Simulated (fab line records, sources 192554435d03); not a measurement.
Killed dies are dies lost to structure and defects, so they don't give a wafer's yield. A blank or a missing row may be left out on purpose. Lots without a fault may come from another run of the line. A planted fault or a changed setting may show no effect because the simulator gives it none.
A struck lot beside a sound one | flow n5_finfet | 20 steps out of a route of 1938
Sound: wafers L947.2, L947.5, L947.6. Struck: wafer L948.4. (L948.3, L948.6 of the same lot were not struck and are left out.) The cause comes at the end.
At each step with rows: each side's tool, then ch and its chambers, then its first start. Under that, the readings that differ: sound wafers | struck wafers | difference of the means | sigmas: that difference in standard deviations of wafers without a fault.
alike: readings whose means differ by less than 2 such deviations, and words and numbers that are the same on both sides. not compared: withheld readings, readings that some wafer has no value for, bounds like >300 that may hide the same value, and numbers for which the record gives no deviation and whose values overlap.
The two part at a step that has a row with sigmas, a row that says differs or no value, or rows on one side only. Numbers that don't overlap but have no deviation are shown without sigmas and don't part them. A reading that every wafer of one side lacks parts them only if that side has two wafers or more.

first, 6 steps without rows for these wafers: N5_BEOL_M2_COAT_05 (resist thk 30 nm); N5_BEOL_M2_EBR_07; N5_BEOL_M2_SOFTBAKE_06 (time 60 s); N5_BEOL_M2_EXPOSE_08 (exposes mask M2); N5_BEOL_M2_PEB_09 (peb time 60 s); N5_BEOL_M2_DEVELOP_10 (develop time 30 s).
N5_BEOL_M2_CD_MEAS_11: target cd 16.79 nm.
  sound on cd_sem-01 ch 0, day 7 19:19; struck on cd_sem-02 ch 0, day 8 01:22
  alike: cd_nm
N5_BEOL_M2_OVL_MEAS_12:
  sound on overlay-01 ch 0, day 7 19:22; struck on overlay-01 ch 0, day 8 01:24
  alike: M2_OVL
N5_BEOL_M2_INSPECT_13: inspects for defects (brightfield).
  sound on defect_inspect-02, day 7 19:25; struck on defect_inspect-02, day 8 01:27
  alike: raw_defect_count
N5_BEOL_M2_DESCUM_16: chemistry O2, time 7 s.
  sound on rie_diel-05 ch 0,2,3, day 7 19:26; struck on rie_diel-03 ch 0, day 8 01:29
  reading               | sound          | struck | difference | sigmas
  oes_product_au (a.u.) | 0.70 0.72 0.71 | 0.90   | +0.19      | +2
  alike: drypump_motor_current_A, rf_vpp_V, showerhead_plenum_p_Torr, throttle_valve_pct
  not compared: rf_hours_counter_h
N5_BEOL_M2_ETCH_74: etches underlayer in N2/H2, target depth 6.5 nm, time 5.2 s.
  sound on rie_diel-05 ch 0,2,3, day 7 19:29; struck on rie_diel-03 ch 0, day 8 01:31
  reading               | sound          | struck | difference | sigmas
  oes_product_au (a.u.) | 0.60 0.62 0.60 | 0.77   | +0.16      | +2
  alike: drypump_motor_current_A, etch_rf_on_time_s, h2_flow_sccm, rf_vpp_V, showerhead_plenum_p_Torr, throttle_valve_pct
  not compared: rf_hours_counter_h
N5_BEOL_M2_ETCH_63: etches SiARC in CF4, target depth 15.6 nm, time 26 s.
  sound on rie_diel-05 ch 0,2,3, day 7 19:29; struck on rie_diel-03 ch 0, day 8 01:32
  reading               | sound          | struck | difference | sigmas
  oes_product_au (a.u.) | 0.60 0.63 0.61 | 0.78   | +0.17      | +2
  alike: drypump_motor_current_A, etch_rf_on_time_s, rf_vpp_V, showerhead_plenum_p_Torr, throttle_valve_pct
  not compared: rf_hours_counter_h
N5_BEOL_M2_ETCH_64: etches SOC in N2/H2, target depth 75 nm, overetch 22.5 nm, time 121.9 s.
  sound on rie_diel-05 ch 0,2,3, day 7 19:31; struck on rie_diel-03 ch 0, day 8 01:34
  alike: drypump_motor_current_A, h2_flow_sccm, oes_product_au, rf_vpp_V, showerhead_plenum_p_Torr, throttle_valve_pct
  not compared: rf_hours_counter_h, model.SiARC_of_BEOL_M2_COAT_62.thk_nm
then, 2 steps without rows for these wafers: N5_BEOL_M2_STRIP_65 (strips in N2/H2); N5_BEOL_M2_STRIP_75 (strips in N2/H2).
N5_BEOL_M2_STRIP_66: strips in CF4.
  sound on rie_diel-05 ch 0,2,3, day 7 19:39; struck on rie_diel-03 ch 0, day 8 01:41
  reading               | sound             | struck | difference | sigmas
  oes_product_au (a.u.) | 0.71 0.71 0.70    | 0.92   | +0.21      | +2
  rf_vpp_V (V)          | 270.5 272.4 269.1 | 275.2  | +4.5       | +3
  alike: drypump_motor_current_A, showerhead_plenum_p_Torr, throttle_valve_pct
  not compared: rf_hours_counter_h
N5_BEOL_M2_HM_OPEN_17: chemistry Cl2/BCl3, target TiN, target depth 20 nm, overetch 6 nm.
  sound on rie_metal-01 ch 0,1, day 7 19:42; struck on rie_metal-03 ch 1, day 8 01:46
  reading                  | sound            | struck | difference | sigmas
  model.etch.depth_nm (nm) | 20.2 20.45 19.89 | 19.55  | -0.63      |
  alike: drypump_motor_current_A, oes_product_au, throttle_valve_pct
  not compared: rf_hours_counter_h
N5_BEOL_M2_STRIP_19: strips in O2.
  sound on rie_diel-03 ch 0,1, day 7 19:49; struck on rie_diel-03 ch 0, day 8 01:50
  alike: drypump_motor_current_A, oes_product_au, rf_vpp_V, showerhead_plenum_p_Torr, throttle_valve_pct
  not compared: rf_hours_counter_h
N5_BEOL_M4_RC_MEAS_101:
  sound on prober-01 ch 0, day 9 09:22; struck on prober-02 ch 0, day 9 08:29
  alike: DIBL_N, DIBL_P, IOFF_N, IOFF_P, ION_N, ION_P, SS_N, SS_P, VT_N, VT_P
then, 1 step without rows for these wafers: N5_PASSIVATION_PROBE_49.

WHERE THEY PART
First at N5_BEOL_M2_DESCUM_16; last, within this record, at N5_BEOL_M2_STRIP_66. Later steps at which nothing parts them and some readings are alike: N5_BEOL_M2_HM_OPEN_17, N5_BEOL_M2_STRIP_19, N5_BEOL_M4_RC_MEAS_101.

WHY: what the simulator had put in
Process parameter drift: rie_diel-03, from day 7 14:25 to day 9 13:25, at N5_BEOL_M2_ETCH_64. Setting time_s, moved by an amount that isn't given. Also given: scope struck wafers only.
